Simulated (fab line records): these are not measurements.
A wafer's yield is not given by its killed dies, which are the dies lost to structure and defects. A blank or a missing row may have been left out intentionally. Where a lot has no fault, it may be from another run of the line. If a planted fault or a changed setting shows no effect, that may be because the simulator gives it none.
Matching of chambers :: flow nand-harc :: rie-si-03 running NHARC_P_STI_ETCH_15: 4 sister chambers
The step etches the open film in HBr/Cl2, target depth 300 nm, time 100.1 s. 4 wafers are shown with their chamber, then 10 later ones without.

## WAFERS PAIRED WITH THEIR CHAMBERS
wafer: L083.4
chamber: 3
drypump-motor-current-A (A): 5.3

wafer: L085.5
chamber: 1
drypump-motor-current-A (A): 5.2

wafer: L086.2
chamber: 0
drypump-motor-current-A (A): 6.0

wafer: L086.4
chamber: 2
drypump-motor-current-A (A): 4.9

## WAFERS MISSING THEIR CHAMBER
wafer: L086.5
drypump-motor-current-A (A): 5.3

wafer: L089.4
drypump-motor-current-A (A): 5.3

wafer: L089.5
drypump-motor-current-A (A): 6.0

wafer: L089.6
drypump-motor-current-A (A): 5.0

wafer: L090.2
drypump-motor-current-A (A): 6.0

wafer: L090.4
drypump-motor-current-A (A): 5.3

wafer: L090.5
drypump-motor-current-A (A): 5.0

wafer: L095.3
drypump-motor-current-A (A): 6.0

wafer: L095.5
drypump-motor-current-A (A): 5.3

wafer: L095.6
drypump-motor-current-A (A): 6.0

## WHICH CHAMBER EACH ONE RAN IN
wafer: L086.5
from the rows above: 3
in truth: 3

wafer: L089.4
from the rows above: 3
in truth: 3

wafer: L089.5
from the rows above: 0
in truth: 0

wafer: L089.6
from the rows above: 2
in truth: 2

wafer: L090.2
from the rows above: 0
in truth: 0

wafer: L090.4
from the rows above: 3
in truth: 3

wafer: L090.5
from the rows above: 2
in truth: 2

wafer: L095.3
from the rows above: 0
in truth: 0

wafer: L095.5
from the rows above: 3
in truth: 3

wafer: L095.6
from the rows above: 0
in truth: 0
Correct placement for 10 of the 10. Not placeable from these rows: 0. Placed wrongly: 0.
How it was worked out, from the rows above alone: a wafer's distance from a chamber is the root of the sum, over the readings, of the square of ((its reading less the chamber's mean) divided by the reading's scatter). If the next closest chamber is less than 2 further off than the closest, the wafer can't be placed; otherwise it belongs to the closest. Each chamber's mean is taken over the wafers shown for it. The scatter: with one shown wafer a chamber, the root of the mean of the squares of how far each hidden wafer lies from its nearest shown one.
